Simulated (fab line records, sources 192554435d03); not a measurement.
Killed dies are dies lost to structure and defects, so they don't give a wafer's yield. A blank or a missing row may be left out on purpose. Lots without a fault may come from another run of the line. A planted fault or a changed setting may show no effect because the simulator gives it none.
fab line records | flow n5_finfet
record lots=7 wafers=39
route steps=1938 shown ZERO_LAYER@11 FIN_SAQP@98 SD_EPI_N@278 HKMG_FIN@386 MOL_CONTACT_COAG@586 BEOL_M0@736 BEOL_M3@933 BEOL_M4@1021 BEOL_M5@1160 BEOL_M8@1377 BEOL_M9@1401 BEOL_M11@1590 BEOL_M14@1762 PASS1_CAP@1874 PASSIVATION@1936
start_h: hours from the record's first day to the start of the lot's first wafer shown | wait_h: hours since the lot's step before | " the same as in the row above | L1.1+2: a row that stands for several wafers | - no value, or no start given | * or withheld: withheld | < > ~ a bound
route shown NAME@n: a module of which the file shows steps, and the number in the route of the first | usual: mean/standard deviation of fault-free wafers | same: alike in all rows | chamber/n: place in a boat | sites: the reading at each site | _std_site: their standard deviation | _edge_site: outer sites' mean less inner sites' | radius_mm: how far each site lies from the wafer's centre | mask NAME#n: copy n | behind: the tool/chamber that last shaped the wafer | hold: why the lot was held/for how many hours/how that ended | device: the transistor (n, p or np) that didn't switch | end of line: the same wafers' tests at the end of the route | a step without rows: its recipe alone | killed: dies lost to structure and defects at the first sort, not the wafer's yield | map: a wafer's dies, x killed, . not, _ none there
set.NAME: the setting as run; set.NAME@STEP: as run at that earlier step | model.NAME: the simulator's own value behind a step, which no gauge read
lots whose settings were changed on purpose; a table a step, a row a wafer
## steps
# step N5_ZERO_LAYER_DEVELOP_10
# recipe develop_time_s=60 rinse_liquid=diw dry=air_spin dev_temp_c=21
# step N5_FIN_SAQP_PECVD_47
# recipe material=a-Si target_thk_a=450 temp_c=400 precursor=SiH4/He pressure_torr=3 rf_w=100 time_s=36.3
# step N5_SD_EPI_N_ETCH_45
# recipe chemistry=CH3F/O2 target=SiOCN target_depth_a=60 mask_material=SOC ion_energy_ev=60 bias_w=29 pressure_mtorr=15 source_w=410 Ar_flow_sccm=150 CH3F_flow_sccm=30 O2_flow_sccm=20
# step N5_HKMG_FIN_HK_ALD_01
# recipe material=HfO2 target_thk_a=16 temp_c=withheld ald_precursor_family=HfCl4 ald_co_reactant=H2O pulse_time_s=3 purge_time_s=3 co_reactant_purge_time_s=2.5 co_reactant_pulse_time_s=0.3 ald_cycles=30
# step N5_MOL_CONTACT_COAG_VIA_ETCH_46
# recipe chemistry=C4F6/O2 target_depth_a=460 overetch_a=92 mask_material=SOC target=SiO2 bias_w=455 pressure_mtorr=10 time_s=40 source_w=325 Ar_flow_sccm=300 C4F6_flow_sccm=10 O2_flow_sccm=10 ion_energy_ev=575.3 ends=end_point
# step N5_BEOL_M0_SPUTTER_132
# recipe material=Cu target_thk_a=40 temp_c=-20 chamber_pressure_pa=0.07 power_w=withheld time_s=7.37
# step N5_BEOL_M3_PECVD_72
# recipe material=SiO2 target_thk_a=160 temp_c=400 precursor=TEOS/O2 pressure_torr=5.5 rf_w=450 teos_flow_sccm=53.8 gas=O2 flow_sccm=3000 time_s=18
# step N5_BEOL_M4_ILD_DEP_00
# recipe material=SiOC target_thk_a=790 temp_c=350 precursor=DEMS/O2 pressure_torr=5 rf_w=500 time_s=15.3
# step N5_BEOL_M5_TRENCH_ETCH_37
# recipe chemistry=C4F6/O2 target_depth_a=716.52 target=SiCOH_lowk time_s=24.7 ion_energy_ev=250 pressure_mtorr=30 source_w=345 bias_w=185 Ar_flow_sccm=300 C4F6_flow_sccm=10 O2_flow_sccm=10
# step N5_BEOL_M8_TRENCH_ETCH_37
# recipe chemistry=C4F6/O2 target_depth_a=934.78 target=SiCOH_lowk time_s=31.2 ion_energy_ev=250 pressure_mtorr=30 source_w=345 bias_w=185 Ar_flow_sccm=300 C4F6_flow_sccm=10 O2_flow_sccm=10
# step N5_BEOL_M9_ILD_DEP_00
# recipe material=SiCOH_lowk target_thk_a=3085.1 temp_c=300 precursor=DEMS/porogen pressure_torr=5 rf_w=500 time_s=58
# step N5_BEOL_M11_ALD_74
# recipe material=TaN target_thk_a=20 temp_c=275 ald_precursor_family=PDMAT ald_co_reactant=NH3 pressure_torr=3 carrier_flow_sccm=1500 pulse_time_s=2 purge_time_s=3 co_reactant_purge_time_s=2 co_reactant_pulse_time_s=3 ald_cycles=40 precursor_vessel_temp_c=75 precursor_vessel_pressure_torr=26.25 precursor_vessel_carrier_sccm=1000
# step N5_BEOL_M14_SPUTTER_43
# recipe material=TaN target_thk_a=150 temp_c=50 bias_v=168.6 power_w=15000 chamber_pressure_pa=0.12 time_s=24.19
# step N5_PASSIVATION_PECVD_01
# recipe material=SiNx target_thk_a=2000 temp_c=400 precursor=SiH4/NH3/N2 pressure_torr=4.9 rf_w=1406 time_s=43.2
# step N5_PASSIVATION_PROBE_49
# usual killed_at_contacts=12/5.5
# columns lot.wafer tool chamber start_h wait_h set.develop_time_s@ZERO_LAYER_DEVELOP_10 set.time_s@FIN_SAQP_PECVD_47 set.target_depth_a@SD_EPI_N_ETCH_45 set.ald_cycles@HKMG_FIN_HK_ALD_01 set.target_depth_a@MOL_CONTACT_COAG_VIA_ETCH_46 set.target_thk_a@BEOL_M0_SPUTTER_132 set.time_s@BEOL_M3_PECVD_72 set.time_s@BEOL_M4_ILD_DEP_00 set.time_s@BEOL_M5_TRENCH_ETCH_37 set.time_s@BEOL_M8_TRENCH_ETCH_37 set.time_s@BEOL_M9_ILD_DEP_00 set.ald_cycles@BEOL_M11_ALD_74 set.target_thk_a@BEOL_M14_SPUTTER_43 set.time_s@PASSIVATION_PECVD_01 killed_at_contacts
L075.1 prober-01 - 276.02 0.0 60 36.3 60 30 278 40 18 10.33 36.47 26.46 58 40 181.3 19.54 1085
L075.2 prober-01 - 276.07 0.1 60 36.3 73.5 30 278 40 22.78 10.33 24.7 31.2 58 40 150 43.2 1064
L075.3 prober-01 - 276.12 0.1 92.31 36.3 60 30 278 40 22.78 15.3 36.47 26.46 58 61 150 43.2 1094
L075.4 prober-01 - 276.17 0.2 92.31 36.3 73.5 30 460 40 18 10.33 36.47 31.2 58 61 150 19.54 11
L075.5 prober-01 - 276.22 0.2 92.31 36.3 73.5 30 460 40 18 15.3 24.7 26.46 58 40 181.3 19.54 20
L075.6 prober-01 - 276.27 0.3 60 36.3 60 30 460 40 22.78 15.3 24.7 31.2 58 61 181.3 43.2 11
L078.1 prober-01 - 286.01 0.0 60 36.3 60 30 460 40 18 15.3 24.7 31.2 58 40 150 43.2 14
L078.2 prober-01 - 286.06 0.1 60 36.3 60 30 460 40 18 15.3 24.7 31.2 58 40 150 43.2 11
L078.4 prober-01 - 286.16 0.2 60 36.3 60 30 460 40 18 15.3 24.7 31.2 58 40 150 43.2 15
L080.1 prober-01 - 297.23 0.0 36.67 45.16 60 30 460 40 18 15.3 24.7 42.4 25.09 50 150 43.2 4
L080.2 prober-01 - 297.28 0.1 36.67 36.3 60 19 333.7 40 18 15.3 18.2 31.2 25.09 50 150 55.62 481
L080.3 prober-01 - 297.33 0.1 60 36.3 46.16 30 333.7 40 18 15.3 18.2 31.2 58 40 150 43.2 462
L080.4 prober-01 - 297.38 0.2 36.67 45.16 46.16 19 333.7 40 18 15.3 24.7 42.4 58 50 150 55.62 1056
L080.5 prober-01 - 297.43 0.2 60 45.16 60 19 460 40 18 15.3 18.2 42.4 25.09 40 150 55.62 15
L080.6 prober-01 - 297.48 0.3 60 36.3 46.16 30 460 40 18 15.3 24.7 31.2 58 40 150 43.2 2
L081.1 prober-01 - 305.80 0.0 60 36.3 60 39 369 40 18 15.3 17.52 47.62 58 40 150 43.2 9
L081.2 prober-01 - 305.85 0.1 33.36 17.03 95.56 30 369 40 18 15.3 24.7 31.2 58 40 150 43.2 11
L081.3 prober-01 - 305.90 0.1 33.36 36.3 60 30 460 63.11 18 15.3 24.7 47.62 58 27 190.6 43.2 16
L081.4 prober-01 - 305.95 0.2 60 17.03 60 30 369 63.11 18 15.3 17.52 47.62 58 27 150 43.2 59
L081.5 prober-01 - 306.00 0.2 60 36.3 95.56 39 460 40 18 15.3 17.52 31.2 58 27 190.6 43.2 9
L081.6 prober-01 - 306.05 0.3 33.36 17.03 95.56 39 460 63.11 18 15.3 24.7 31.2 58 40 190.6 43.2 8
L082.1 prober-01 - 314.11 0.0 91.46 36.3 60 48 460 29.36 18 20.87 39.44 31.2 32.48 59 80.87 43.2 16
L082.2 prober-01 - 314.16 0.1 91.46 36.3 60 48 689.4 40 23.05 15.3 24.7 31.2 32.48 59 150 17.51 34
L082.3 prober-01 - 314.21 0.1 60 36.3 60 30 460 29.36 23.05 15.3 24.7 48.48 32.48 40 150 17.51 26
L082.4 prober-01 - 314.26 0.2 60 36.3 60 30 689.4 40 18 15.3 39.44 48.48 58 40 80.87 43.2 28
L082.5 prober-01 - 314.31 0.2 60 36.3 60 48 689.4 29.36 23.05 20.87 39.44 48.48 58 59 150 43.2 24
L082.6 prober-01 - 314.36 0.3 91.46 36.3 60 30 460 40 18 20.87 24.7 31.2 58 40 80.87 17.51 16
L087.1 prober-02 - 346.22 0.0 48.75 43.81 60 30 460 40 8.307 15.3 24.7 31.2 58 40 150 43.2 9
L087.2 prober-02 - 346.27 0.1 60 43.81 60 39 460 21.53 8.307 15.3 16.02 31.2 58 31 150 25.71 7
L087.3 prober-02 - 346.32 0.1 60 36.3 60 30 460 21.53 18 15.3 24.7 31.2 58 31 189.3 25.71 5
L087.4 prober-02 - 346.37 0.2 48.75 36.3 60 30 460 40 8.307 15.3 16.02 31.2 58 40 189.3 25.71 11
L087.5 prober-02 - 346.42 0.2 48.75 43.81 60 39 460 21.53 18 15.3 16.02 31.2 58 40 189.3 43.2 15
L087.6 prober-02 - 346.47 0.3 60 36.3 60 39 460 40 18 15.3 24.7 31.2 58 31 150 43.2 8
L091.1 prober-01 - 374.09 0.0 60 27.27 60 21 460 62.21 18 7.359 18.3 31.2 58 40 150 62.9 10
L091.2 prober-01 - 374.14 0.1 60 36.3 60 30 460 62.21 27.59 15.3 24.7 48.1 58 40 150 43.2 9
L091.3 prober-01 - 374.19 0.1 89.82 27.27 93.17 21 460 62.21 18 15.3 18.3 48.1 33.51 61 188.5 43.2 4
L091.4 prober-01 - 374.24 0.2 89.82 27.27 60 30 460 40 27.59 15.3 18.3 31.2 58 61 188.5 62.9 8
L091.5 prober-01 - 374.29 0.2 60 36.3 93.17 30 460 40 18 7.359 24.7 48.1 33.51 61 150 62.9 15
L091.6 prober-01 - 374.34 0.3 89.82 36.3 93.17 21 460 40 27.59 7.359 24.7 31.2 33.51 40 188.5 43.2 22
# killed by level:class
L075.1 MOL_CONTACT_COAG:area_etch=1076 STI_FIN_REVEAL:geometric_particle:open=22 BEOL_M0_SAQP:geometric_particle:short=9 FIN_SAQP:geometric_particle:open=6 MOL_CONTACT_COAG:geometric_particle:open=6 BEOL_M2:geometric_particle:open=6 FIN_SAQP:geometric_particle:short=4 DUMMY_GATE:geometric_particle:open=4
L075.2 MOL_CONTACT_COAG:area_etch=1055 BEOL_M0_SAQP:geometric_particle:open=17 FIN_SAQP:geometric_particle:open=15 STI_FIN_REVEAL:geometric_particle:open=13 FIN_SAQP:geometric_particle:short=12 MOL_CONTACT_COAG:geometric_particle:open=8 BEOL_M0_SAQP:geometric_particle:short=8 DUMMY_GATE:geometric_particle:open=5
L075.3 MOL_CONTACT_COAG:area_etch=1085 STI_FIN_REVEAL:geometric_particle:open=16 FIN_SAQP:geometric_particle:short=14 MOL_CONTACT_COAG:geometric_particle:open=8 DUMMY_GATE:geometric_particle:open=6 BEOL_M0_SAQP:geometric_particle:short=6 BEOL_M0_SAQP:geometric_particle:open=5 STARTING-WAFER:geometric_particle:short=5
L075.4 BEOL_M4:area_dep=927 FIN_SAQP:geometric_particle:open=13 FIN_SAQP:geometric_particle:short=12 MOL_CONTACT_COAG:geometric_particle:open=10 STI_FIN_REVEAL:geometric_particle:open=9 GATE_CUT:geometric_particle:short=8 BEOL_M2:geometric_particle:open=8 BEOL_M0_SAQP:geometric_particle:open=6
L075.5 MOL_CONTACT_COAG:geometric_particle:open=15 BEOL_M0_SAQP:geometric_particle:open=14 FIN_SAQP:geometric_particle:open=12 STI_FIN_REVEAL:geometric_particle:open=12 FIN_SAQP:geometric_particle:short=11 BEOL_M0_SAQP:geometric_particle:short=8 BEOL_M2:geometric_particle:open=8 MOL_CONTACT_COAG:geometric_particle:short=5
L075.6 FIN_SAQP:geometric_particle:open=19 BEOL_M0_SAQP:geometric_particle:open=15 BEOL_M0_SAQP:geometric_particle:short=14 STI_FIN_REVEAL:geometric_particle:open=12 FIN_SAQP:geometric_particle:short=8 MOL_CONTACT_COAG:geometric_particle:open=8 BEOL_M0:geometric_particle:open=7 DUMMY_GATE:geometric_particle:open=6
L078.1 BEOL_M0_SAQP:geometric_particle:open=13 BEOL_M0_SAQP:geometric_particle:short=11 MOL_CONTACT_COAG:geometric_particle:open=11 FIN_SAQP:geometric_particle:open=10 BEOL_M1:geometric_particle:short=8 BEOL_M4:geometric_particle:open=8 BEOL_M3:geometric_particle:open=7 FIN_SAQP:geometric_particle:short=6
L078.2 MOL_CONTACT_COAG:geometric_particle:open=10 BEOL_M1:geometric_particle:open=10 BEOL_M0_SAQP:geometric_particle:short=7 FIN_SAQP:geometric_particle:open=6 BEOL_M0_SAQP:geometric_particle:open=6 BEOL_M1:geometric_particle:short=6 DUMMY_GATE:geometric_particle:open=4 FIN_SAQP:geometric_particle:short=3
L078.4 MOL_CONTACT_COAG:geometric_particle:open=13 BEOL_M5:geometric_particle:open=8 BEOL_M1:geometric_particle:open=6 GATE_CUT:geometric_particle:short=5 FIN_SAQP:geometric_particle:open=4 BEOL_M2:geometric_particle:open=4 FIN_SAQP:geometric_particle:short=3 STI_FIN_REVEAL:geometric_particle:open=3
L080.1 BEOL_M9:area_dep=1074 GATE_CUT:geometric_particle:open=10 GATE_CUT:geometric_particle:short=9 BEOL_M4:geometric_particle:open=6 FIN_SAQP:geometric_particle:short=5 STI_FIN_REVEAL:geometric_particle:open=5 BEOL_M0_SAQP:geometric_particle:open=5 BEOL_M3:geometric_particle:open=5
L080.2 BEOL_M9:area_dep=585 MOL_CONTACT_COAG:area_etch=468 STI_FIN_REVEAL:geometric_particle:open=14 MOL_CONTACT_COAG:geometric_particle:open=11 FIN_SAQP:geometric_particle:short=8 BEOL_M0_SAQP:geometric_particle:short=8 BEOL_M0_SAQP:geometric_particle:open=8 BEOL_M1:geometric_particle:open=8
L080.3 MOL_CONTACT_COAG:area_etch=450 STI_FIN_REVEAL:geometric_particle:open=12 BEOL_M0_SAQP:geometric_particle:open=10 MOL_CONTACT_COAG:geometric_particle:open=9 BEOL_M0_SAQP:geometric_particle:short=9 STI_FIN_REVEAL:geometric_particle:short=6 BEOL_M2:geometric_particle:open=5 FIN_SAQP:geometric_particle:short=4
L080.4 MOL_CONTACT_COAG:area_etch=1035 PASS1_CAP:area_pecvd=33 BEOL_M0_SAQP:geometric_particle:short=12 MOL_CONTACT_COAG:geometric_particle:open=11 MOL_CONTACT_COAG:geometric_particle:short=10 BEOL_M0_SAQP:geometric_particle:open=9 BEOL_M4:geometric_particle:open=9 BEOL_M2:geometric_particle:open=8
L080.5 BEOL_M9:area_dep=1058 PASS1_CAP:area_pecvd=14 MOL_CONTACT_COAG:geometric_particle:open=12 STI_FIN_REVEAL:geometric_particle:open=11 BEOL_M0_SAQP:geometric_particle:open=10 GATE_CUT:geometric_particle:short=9 BEOL_M4:geometric_particle:open=9 BEOL_M0_SAQP:geometric_particle:short=8
L080.6 STI_FIN_REVEAL:geometric_particle:open=16 BEOL_M4:geometric_particle:open=13 BEOL_M0_SAQP:geometric_particle:open=6 BEOL_M2:geometric_particle:open=6 STI_FIN_REVEAL:geometric_particle:short=4 BEOL_M1:geometric_particle:open=4 HKMG_FIN:area_etch=4 GATE_CUT:geometric_particle:short=3
L081.1 BEOL_M8:area_etch=29 FIN_SAQP:geometric_particle:short=15 BEOL_M5:area_ecd=15 STI_FIN_REVEAL:geometric_particle:open=12 BEOL_M0_SAQP:geometric_particle:open=12 BEOL_M0_SAQP:geometric_particle:short=12 FIN_SAQP:geometric_particle:open=7 MOL_CONTACT_COAG:geometric_particle:open=7
L081.2 STI_FIN_REVEAL:geometric_particle:open=15 DUMMY_GATE:geometric_particle:open=9 HKMG_FIN:area_etch=9 MOL_CONTACT_COAG:geometric_particle:open=8 FIN_SAQP:geometric_particle:short=7 BEOL_M0_SAQP:geometric_particle:short=7 BEOL_M1:geometric_particle:open=7 FIN_SAQP:geometric_particle:open=6
L081.3 BEOL_M8:area_etch=24 STI_FIN_REVEAL:geometric_particle:open=22 BEOL_M0_SAQP:geometric_particle:short=16 BEOL_M0_SAQP:geometric_particle:open=13 MOL_CONTACT_COAG:geometric_particle:open=12 STI_FIN_REVEAL:geometric_particle:short=5 FIN_SAQP:geometric_particle:short=4 FIN_SAQP:geometric_particle:open=4
L081.4 MOL_CONTACT_COAG:area_etch=41 BEOL_M8:area_etch=32 FIN_SAQP:geometric_particle:short=17 MOL_CONTACT_COAG:geometric_particle:open=16 FIN_SAQP:geometric_particle:open=14 BEOL_M0_SAQP:geometric_particle:short=9 STI_FIN_REVEAL:geometric_particle:open=6 BEOL_M2:geometric_particle:open=6
L081.5 BEOL_M5:area_ecd=21 BEOL_M0_SAQP:geometric_particle:short=11 BEOL_M2:geometric_particle:open=9 FIN_SAQP:geometric_particle:short=8 MOL_CONTACT_COAG:geometric_particle:open=8 BEOL_M0_SAQP:geometric_particle:open=8 FIN_SAQP:geometric_particle:open=7 STI_FIN_REVEAL:geometric_particle:open=6
L081.6 FIN_SAQP:geometric_particle:open=21 FIN_SAQP:geometric_particle:short=18 BEOL_M0_SAQP:geometric_particle:open=16 BEOL_M0_SAQP:geometric_particle:short=15 DUMMY_GATE:geometric_particle:open=8 MOL_CONTACT_COAG:geometric_particle:open=6 BEOL_M8:geometric_particle:open=5 BEOL_M2:geometric_particle:open=5
L082.1 BEOL_M4:area_dep=910 BEOL_M5:area_etch=119 BEOL_M9:area_dep=26 MOL_CONTACT_COAG:geometric_particle:open=15 BEOL_M2:geometric_particle:open=11 BEOL_M3:geometric_particle:open=9 BEOL_M0_SAQP:geometric_particle:short=8 STI_FIN_REVEAL:geometric_particle:open=7
L082.2 BEOL_M9:area_dep=776 MOL_CONTACT_COAG:geometric_particle:open=29 FIN_SAQP:geometric_particle:short=11 HKMG_FIN:area_etch=9 STI_FIN_REVEAL:geometric_particle:open=7 BEOL_M4:geometric_particle:open=7 BEOL_M0_SAQP:geometric_particle:open=6 GATE_CUT:geometric_particle:short=5
L082.3 BEOL_M9:area_dep=762 BEOL_M8:area_etch=272 MOL_CONTACT_COAG:geometric_particle:open=19 FIN_SAQP:geometric_particle:open=8 FIN_SAQP:geometric_particle:short=7 MOL_CONTACT_COAG:geometric_particle:short=7 STI_FIN_REVEAL:geometric_particle:open=6 BEOL_M3:geometric_particle:open=6
L082.4 BEOL_M5:area_etch=649 BEOL_M8:area_etch=57 MOL_CONTACT_COAG:geometric_particle:open=19 DUMMY_GATE:geometric_particle:open=14 STI_FIN_REVEAL:geometric_particle:open=12 BEOL_M3:geometric_particle:open=10 FIN_SAQP:geometric_particle:open=9 MOL_CONTACT_COAG:geometric_particle:short=9
L082.5 BEOL_M4:area_dep=923 BEOL_M5:area_etch=103 MOL_CONTACT_COAG:geometric_particle:open=19 STI_FIN_REVEAL:geometric_particle:open=12 BEOL_M1:geometric_particle:open=11 BEOL_M3:geometric_particle:open=9 FIN_SAQP:geometric_particle:short=6 DUMMY_GATE:geometric_particle:open=6
L082.6 BEOL_M4:area_dep=917 MOL_CONTACT_COAG:geometric_particle:open=12 STI_FIN_REVEAL:geometric_particle:open=9 FIN_SAQP:geometric_particle:open=7 BEOL_M3:geometric_particle:open=6 GATE_CUT:geometric_particle:open=5 BEOL_M2:geometric_particle:short=5 STI_FIN_REVEAL:geometric_particle:short=4
L087.1 FIN_SAQP:geometric_particle:open=9 BEOL_M1:geometric_particle:open=8 FIN_SAQP:geometric_particle:short=7 BEOL_M2:geometric_particle:open=7 STI_FIN_REVEAL:geometric_particle:open=7 BEOL_M0_SAQP:geometric_particle:short=7 MOL_CONTACT_COAG:geometric_particle:open=6 BEOL_M0_SAQP:geometric_particle:open=5
L087.2 BEOL_M5:area_ecd=88 FIN_SAQP:geometric_particle:open=20 FIN_SAQP:geometric_particle:short=8 BEOL_M0_SAQP:geometric_particle:open=7 BEOL_M0:interface_void_opened=7 DUMMY_GATE:geometric_particle:open=6 MOL_CONTACT_COAG:geometric_particle:open=6 BEOL_M0_SAQP:geometric_particle:short=6
L087.3 BEOL_M0_SAQP:geometric_particle:open=18 BEOL_M0_SAQP:geometric_particle:short=15 BEOL_M0:interface_void_opened=9 BEOL_M1:geometric_particle:open=7 BEOL_M2:geometric_particle:open=6 STI_FIN_REVEAL:geometric_particle:open=5 BEOL_M1:geometric_particle:short=5 BEOL_M3:geometric_particle:open=5
L087.4 BEOL_M5:area_ecd=27 MOL_CONTACT_COAG:geometric_particle:open=10 BEOL_M0_SAQP:geometric_particle:open=10 FIN_SAQP:geometric_particle:open=9 BEOL_M1:geometric_particle:open=9 STI_FIN_REVEAL:geometric_particle:open=6 BEOL_M2:geometric_particle:open=6 BEOL_M0_SAQP:geometric_particle:short=5
L087.5 BEOL_M5:area_ecd=38 MOL_CONTACT_COAG:geometric_particle:open=12 BEOL_M0_SAQP:geometric_particle:open=10 FIN_SAQP:geometric_particle:open=8 STI_FIN_REVEAL:geometric_particle:open=8 BEOL_M0_SAQP:geometric_particle:short=7 BEOL_M0:interface_void_opened=5 BEOL_M1:geometric_particle:open=5
L087.6 BEOL_M0_SAQP:geometric_particle:short=16 FIN_SAQP:geometric_particle:open=8 BEOL_M0_SAQP:geometric_particle:open=8 MOL_CONTACT_COAG:geometric_particle:open=7 STI_FIN_REVEAL:geometric_particle:open=5 BEOL_M1:geometric_particle:short=5 FIN_SAQP:geometric_particle:short=4 DUMMY_GATE:geometric_particle:open=3
L091.1 BEOL_M4:area_dep=1062 FIN_SAQP:geometric_particle:short=14 STI_FIN_REVEAL:geometric_particle:open=12 MOL_CONTACT_COAG:geometric_particle:open=9 FIN_SAQP:geometric_particle:open=8 DUMMY_GATE:geometric_particle:open=7 BEOL_M4:geometric_particle:open=7 BEOL_M0_SAQP:geometric_particle:short=6
L091.2 BEOL_M8:area_etch=522 FIN_SAQP:geometric_particle:open=20 FIN_SAQP:geometric_particle:short=9 BEOL_M3:geometric_particle:open=7 HKMG_FIN:area_etch=7 MOL_CONTACT_COAG:geometric_particle:open=6 BEOL_M0_SAQP:geometric_particle:open=6 GATE_CUT:geometric_particle:short=5
L091.3 BEOL_M8:area_etch=390 BEOL_M9:area_dep=98 FIN_SAQP:geometric_particle:short=15 STI_FIN_REVEAL:geometric_particle:open=14 FIN_SAQP:geometric_particle:open=11 BEOL_M0_SAQP:geometric_particle:short=8 BEOL_M0_SAQP:geometric_particle:open=8 BEOL_M1:geometric_particle:open=7
L091.4 PASS1_CAP:area_pecvd=1077 BEOL_M0_SAQP:geometric_particle:open=15 FIN_SAQP:geometric_particle:open=12 FIN_SAQP:geometric_particle:short=7 STI_FIN_REVEAL:geometric_particle:open=7 MOL_CONTACT_COAG:geometric_particle:open=7 BEOL_M0_SAQP:geometric_particle:short=7 DUMMY_GATE:geometric_particle:open=6
L091.5 BEOL_M4:area_dep=1087 MOL_CONTACT_COAG:geometric_particle:open=11 GATE_CUT:geometric_particle:short=7 BEOL_M1:geometric_particle:open=7 BEOL_M4:geometric_particle:open=6 DUMMY_GATE:geometric_particle:open=5 BEOL_M0_SAQP:geometric_particle:open=5 BEOL_M2:geometric_particle:open=5
L091.6 BEOL_M4:area_dep=1051 MOL_CONTACT_COAG:geometric_particle:open=17 BEOL_M0_SAQP:geometric_particle:open=16 FIN_SAQP:geometric_particle:short=11 FIN_SAQP:geometric_particle:open=11 BEOL_M1:geometric_particle:open=10 BEOL_M0_SAQP:geometric_particle:short=7 MOL_CONTACT_COAG:geometric_particle:short=5
## key
split step=N5_ZERO_LAYER_DEVELOP_10 setting=develop_time_s stated_as=60
response none clear
split step=N5_FIN_SAQP_PECVD_47 setting=time_s stated_as=36.3
response none clear
split step=N5_SD_EPI_N_ETCH_45 setting=target_depth_a stated_as=60
response none clear
split step=N5_HKMG_FIN_HK_ALD_01 setting=ald_cycles stated_as=30
response none clear
split step=N5_MOL_CONTACT_COAG_VIA_ETCH_46 setting=target_depth_a stated_as=460
response step=N5_PASSIVATION_PROBE_49 reading=killed_at_contacts slope=-17.1 per=1% together_with=all explained=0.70
split step=N5_BEOL_M0_SPUTTER_132 setting=target_thk_a stated_as=40
response none clear
split step=N5_BEOL_M3_PECVD_72 setting=time_s stated_as=18
response none clear
split step=N5_BEOL_M4_ILD_DEP_00 setting=time_s stated_as=15.3
response none clear
split step=N5_BEOL_M5_TRENCH_ETCH_37 setting=time_s stated_as=24.7
response none clear
split step=N5_BEOL_M8_TRENCH_ETCH_37 setting=time_s stated_as=31.2
response none clear
split step=N5_BEOL_M9_ILD_DEP_00 setting=time_s stated_as=58
response none clear
split step=N5_BEOL_M11_ALD_74 setting=ald_cycles stated_as=40
response none clear
split step=N5_BEOL_M14_SPUTTER_43 setting=target_thk_a stated_as=150
response none clear
split step=N5_PASSIVATION_PECVD_01 setting=time_s stated_as=43.2
response none clear
